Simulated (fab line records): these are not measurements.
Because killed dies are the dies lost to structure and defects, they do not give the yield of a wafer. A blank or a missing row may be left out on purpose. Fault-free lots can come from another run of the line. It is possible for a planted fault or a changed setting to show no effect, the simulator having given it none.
Chamber matching	flow n5 finfet	N5_MOL_CONTACT_COAG_STRIP_98 on rie diel-06 has 4 sister chambers
The step strips in N2/H2. 8 wafers are shown with their chamber, then 8 later ones without.

## WAFERS WITH THEIR CHAMBER
wafer	chamber	showerhead plenum p Torr (Torr)	throttle valve pct (%)
L085.1	2	3.18	19.04
L086.3	2	3.18	19.00
L086.5	0	3.50	19.03
L086.6	1	3.34	19.29
L087.3	1	3.34	19.30
L087.4	3	3.22	18.73
L087.5	0	3.50	19.05
L091.2	3	3.21	18.78

## WAFERS WITH NO CHAMBER GIVEN
wafer	showerhead plenum p Torr (Torr)	throttle valve pct (%)
L091.3	3.49	19.10
L091.6	3.21	18.75
L093.1	3.49	19.09
L093.2	3.58	18.56
L093.5	3.58	18.56
L097.1	3.20	18.80
L097.4	3.58	18.57
L097.6	3.33	19.35

## WHICH CHAMBER EACH ONE RAN IN
wafer	from the rows above	in truth
L091.3	0	0
L091.6	3	3
L093.1	0	0
L093.2	0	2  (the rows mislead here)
L093.5	0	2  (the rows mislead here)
L097.1	3	3
L097.4	0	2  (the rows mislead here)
L097.6	1	1
Correct placement for 5 of the 8. Not placeable from these rows: 0. Wrongly placed: 3.
How it was worked out, from the rows above alone: a wafer's distance from a chamber is the root of the sum, over the readings, of the square of ((its reading less the chamber's mean) divided by the reading's scatter). The wafer belongs to the nearest chamber; if the next one is less than 2 further off, it can't be placed. A chamber's mean is the mean of its shown wafers. How the scatter is found: for the shown wafers, subtract from each reading the mean of its chamber, square and add these, divide the total by (wafers less chambers), then take the root.
